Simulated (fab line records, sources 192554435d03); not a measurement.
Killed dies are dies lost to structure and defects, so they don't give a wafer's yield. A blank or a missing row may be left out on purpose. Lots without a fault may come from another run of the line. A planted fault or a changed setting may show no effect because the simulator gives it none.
Chamber matching | flow n5_finfet | N5_BEOL_M1_CO_CAP_55 on cvd_co-02: 3 sister chambers
The step material Co, precursor CCTBA/H2, target thk 2 nm, time 102.1 s. 3 wafers are shown with their chamber, then 12 later ones without.

WAFERS WITH THEIR CHAMBER
wafer  | chamber | heater_power_w (W)
L089.1 | 0       | 264
L089.5 | 1       | 247
L089.6 | 2       | 208

WAFERS WITHOUT THEIR CHAMBER
wafer  | heater_power_w (W)
L092.1 | 247
L092.3 | 255
L092.4 | 213
L095.2 | 237
L095.3 | 252
L095.5 | 203
L096.2 | 255
L096.4 | 264
L096.5 | 240
L097.1 | 259
L097.3 | 208
L097.5 | 207

WHICH CHAMBER EACH WENT THROUGH
wafer  | from the rows above     | in truth
L092.1 | 1                       | 1
L092.3 | can't be placed: 1 or 0 | 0
L092.4 | 2                       | 2
L095.2 | 1                       | 1
L095.3 | can't be placed: 1 or 0 | 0
L095.5 | 2                       | 2
L096.2 | can't be placed: 1 or 0 | 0
L096.4 | 0                       | 0
L096.5 | 1                       | 1
L097.1 | can't be placed: 0 or 1 | 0
L097.3 | 2                       | 2
L097.5 | 2                       | 2
Placed correctly: 8 of 12. Can't be placed from these rows: 4 (the true chamber is among the candidates in 4). Placed wrongly: 0.
How it was worked out, from the rows above alone: a wafer's distance from a chamber is the root of the sum, over the readings, of the square of ((its reading less the chamber's mean) divided by the reading's scatter). The wafer belongs to the nearest chamber; if the next one is less than 2 further off, it can't be placed. A chamber's mean is the mean of its shown wafers. The scatter: with one shown wafer a chamber, the root of the mean of the squares of how far each hidden wafer lies from its nearest shown one.
